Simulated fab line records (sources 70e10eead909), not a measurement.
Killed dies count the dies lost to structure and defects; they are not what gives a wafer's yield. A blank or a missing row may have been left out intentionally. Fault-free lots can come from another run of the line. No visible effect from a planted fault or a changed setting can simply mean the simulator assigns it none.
Which tool did it? :: flow nand-harc :: 6 lots, 18 wafers sampled, at 1 step of a route of 1302

WHAT THE GAUGES SHOWED, per wafer
NHARC_A_ONON_D1_THK_MEAS_24: measures by ellipsometry.
lot: L684
measured: day 10 01:02
on: film-metro-01
thk-nm (nm): 987 987 988

lot: L686
measured: day 10 17:58
on: film-metro-02
thk-nm (nm): 1011 1013 1013

lot: L687
measured: day 11 08:49
on: film-metro-02
thk-nm (nm): 1010 1011 1011

lot: L690
measured: day 12 07:32
on: film-metro-01
thk-nm (nm): 994 994 993

lot: L698
measured: day 15 16:57
on: film-metro-02
thk-nm (nm): 988 985 988

lot: L702
measured: day 17 08:09
on: film-metro-01
thk-nm (nm): 1030 1029 1028

EACH LOT AND THE TOOL THAT RAN IT (in order: tool; ch and the chambers of the sampled wafers; start)
No process step before these readings appears in the record.

THE ANSWER, worked out from the rows above alone
Rule: usual is defined by the lots themselves. The widest of any qualifying gaps counts: lots, ordered by their means at a reading, are off when they make up no more than a third of the lots, leave a main group of 4 or more, and stand apart from it by 3 or more times the standard deviation of that group's means. If all means in a main group match to the digits the tables above print for the reading, that group is not used. Also off: a lot with no number at a reading for which 4 or more lots have one. The other lots that the step has rows for count as sound.
Nothing can be told from this: no lot is off at any reading shown.

WHAT THE SIMULATOR HAD PUT IN
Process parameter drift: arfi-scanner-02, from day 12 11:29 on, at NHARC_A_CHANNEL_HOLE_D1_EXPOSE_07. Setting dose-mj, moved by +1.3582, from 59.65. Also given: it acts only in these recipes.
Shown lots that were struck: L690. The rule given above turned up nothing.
